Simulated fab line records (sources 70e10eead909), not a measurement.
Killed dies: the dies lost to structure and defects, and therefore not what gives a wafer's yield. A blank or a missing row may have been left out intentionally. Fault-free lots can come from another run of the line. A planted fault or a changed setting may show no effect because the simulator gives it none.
Chamber matching / flow nand-harc / rie-diel-05 running NHARC_A_STAIRCASE_ETCH_271: 4 sister chambers
The step etches the open film in CF4/CHF3. 22 wafers are shown with their chamber, then 11 later ones without.

== WAFERS WITH THEIR CHAMBER ==
wafer=L076.2; chamber=2; drypump-motor-current-A (A)=6.2; showerhead-plenum-p-Torr (Torr)=1.60; rf-vpp-V (V)=370.8
wafer=L076.3; chamber=3; drypump-motor-current-A (A)=5.7; showerhead-plenum-p-Torr (Torr)=1.49; rf-vpp-V (V)=369.8
wafer=L076.4; chamber=1; drypump-motor-current-A (A)=5.3; showerhead-plenum-p-Torr (Torr)=1.51; rf-vpp-V (V)=367.8
wafer=L078.1; chamber=1; drypump-motor-current-A (A)=5.3; showerhead-plenum-p-Torr (Torr)=1.51; rf-vpp-V (V)=369.7
wafer=L078.3; chamber=2; drypump-motor-current-A (A)=6.2; showerhead-plenum-p-Torr (Torr)=1.60; rf-vpp-V (V)=371.5
wafer=L078.5; chamber=3; drypump-motor-current-A (A)=5.8; showerhead-plenum-p-Torr (Torr)=1.49; rf-vpp-V (V)=367.4
wafer=L077.2; chamber=0; drypump-motor-current-A (A)=6.7; showerhead-plenum-p-Torr (Torr)=1.48; rf-vpp-V (V)=367.8
wafer=L077.5; chamber=2; drypump-motor-current-A (A)=6.2; showerhead-plenum-p-Torr (Torr)=1.60; rf-vpp-V (V)=371.1
wafer=L077.6; chamber=1; drypump-motor-current-A (A)=5.3; showerhead-plenum-p-Torr (Torr)=1.51; rf-vpp-V (V)=368.3
wafer=L083.1; chamber=1; drypump-motor-current-A (A)=5.3; showerhead-plenum-p-Torr (Torr)=1.50; rf-vpp-V (V)=368.5
wafer=L083.4; chamber=0; drypump-motor-current-A (A)=6.7; showerhead-plenum-p-Torr (Torr)=1.48; rf-vpp-V (V)=368.3
wafer=L083.6; chamber=3; drypump-motor-current-A (A)=5.8; showerhead-plenum-p-Torr (Torr)=1.48; rf-vpp-V (V)=367.4
wafer=L085.2; chamber=3; drypump-motor-current-A (A)=5.8; showerhead-plenum-p-Torr (Torr)=1.48; rf-vpp-V (V)=366.3
wafer=L085.3; chamber=0; drypump-motor-current-A (A)=6.7; showerhead-plenum-p-Torr (Torr)=1.48; rf-vpp-V (V)=365.6
wafer=L085.4; chamber=2; drypump-motor-current-A (A)=6.2; showerhead-plenum-p-Torr (Torr)=1.59; rf-vpp-V (V)=370.0
wafer=L087.2; chamber=0; drypump-motor-current-A (A)=6.7; showerhead-plenum-p-Torr (Torr)=1.48; rf-vpp-V (V)=367.4
wafer=L087.4; chamber=1; drypump-motor-current-A (A)=5.3; showerhead-plenum-p-Torr (Torr)=1.50; rf-vpp-V (V)=368.2
wafer=L087.5; chamber=1; drypump-motor-current-A (A)=5.3; showerhead-plenum-p-Torr (Torr)=1.50; rf-vpp-V (V)=368.6
wafer=L089.3; chamber=3; drypump-motor-current-A (A)=5.8; showerhead-plenum-p-Torr (Torr)=1.48; rf-vpp-V (V)=367.1
wafer=L089.4; chamber=2; drypump-motor-current-A (A)=6.2; showerhead-plenum-p-Torr (Torr)=1.59; rf-vpp-V (V)=369.9
wafer=L089.5; chamber=3; drypump-motor-current-A (A)=5.8; showerhead-plenum-p-Torr (Torr)=1.48; rf-vpp-V (V)=366.0
wafer=L090.1; chamber=3; drypump-motor-current-A (A)=5.7; showerhead-plenum-p-Torr (Torr)=1.48; rf-vpp-V (V)=367.8

SIGNATURES, as means of the wafers listed above
reading=drypump-motor-current-A; chamber 0=6.700; chamber 1=5.300; chamber 2=6.200; chamber 3=5.771; scatter within a chamber=0.0282
reading=showerhead-plenum-p-Torr; chamber 0=1.4800; chamber 1=1.5050; chamber 2=1.5960; chamber 3=1.4829; scatter within a chamber=0.00479
reading=rf-vpp-V; chamber 0=367.275; chamber 1=368.517; chamber 2=370.660; chamber 3=367.400; scatter within a chamber=0.981
Rule: a wafer's distance from a chamber is the root of the sum, over the readings, of the square of ((its reading less the chamber's mean) divided by the reading's scatter). The wafer belongs to the nearest chamber; if the next one is less than 2 further off, it can't be placed. How the scatter is found: for the shown wafers, subtract from each reading the mean of its chamber, square and add these, divide the total by (wafers less chambers), then take the root.

== WAFERS WITH NO CHAMBER GIVEN ==
wafer=L090.3; drypump-motor-current-A (A)=6.2; showerhead-plenum-p-Torr (Torr)=1.59; rf-vpp-V (V)=370.5
wafer=L090.6; drypump-motor-current-A (A)=6.2; showerhead-plenum-p-Torr (Torr)=1.59; rf-vpp-V (V)=370.2
wafer=L093.3; drypump-motor-current-A (A)=6.7; showerhead-plenum-p-Torr (Torr)=1.47; rf-vpp-V (V)=366.9
wafer=L093.5; drypump-motor-current-A (A)=5.3; showerhead-plenum-p-Torr (Torr)=1.49; rf-vpp-V (V)=367.0
wafer=L093.6; drypump-motor-current-A (A)=6.7; showerhead-plenum-p-Torr (Torr)=1.47; rf-vpp-V (V)=368.9
wafer=L096.1; drypump-motor-current-A (A)=6.2; showerhead-plenum-p-Torr (Torr)=1.59; rf-vpp-V (V)=369.7
wafer=L096.5; drypump-motor-current-A (A)=6.2; showerhead-plenum-p-Torr (Torr)=1.59; rf-vpp-V (V)=370.4
wafer=L096.6; drypump-motor-current-A (A)=5.3; showerhead-plenum-p-Torr (Torr)=1.49; rf-vpp-V (V)=367.5
wafer=L095.2; drypump-motor-current-A (A)=6.2; showerhead-plenum-p-Torr (Torr)=1.59; rf-vpp-V (V)=371.0
wafer=L095.5; drypump-motor-current-A (A)=6.2; showerhead-plenum-p-Torr (Torr)=1.59; rf-vpp-V (V)=370.1
wafer=L095.6; drypump-motor-current-A (A)=5.7; showerhead-plenum-p-Torr (Torr)=1.47; rf-vpp-V (V)=366.9

== WHICH CHAMBER EACH ONE RAN IN ==
wafer=L090.3; from the rows above=2; in truth=2
wafer=L090.6; from the rows above=2; in truth=2
wafer=L093.3; from the rows above=0; in truth=0
wafer=L093.5; from the rows above=1; in truth=1
wafer=L093.6; from the rows above=0; in truth=0
wafer=L096.1; from the rows above=2; in truth=2
wafer=L096.5; from the rows above=2; in truth=2
wafer=L096.6; from the rows above=1; in truth=1
wafer=L095.2; from the rows above=2; in truth=2
wafer=L095.5; from the rows above=2; in truth=2
wafer=L095.6; from the rows above=3; in truth=3
Placed correctly: 11 of 11. Can't be placed from these rows: 0. 0 placed wrongly.
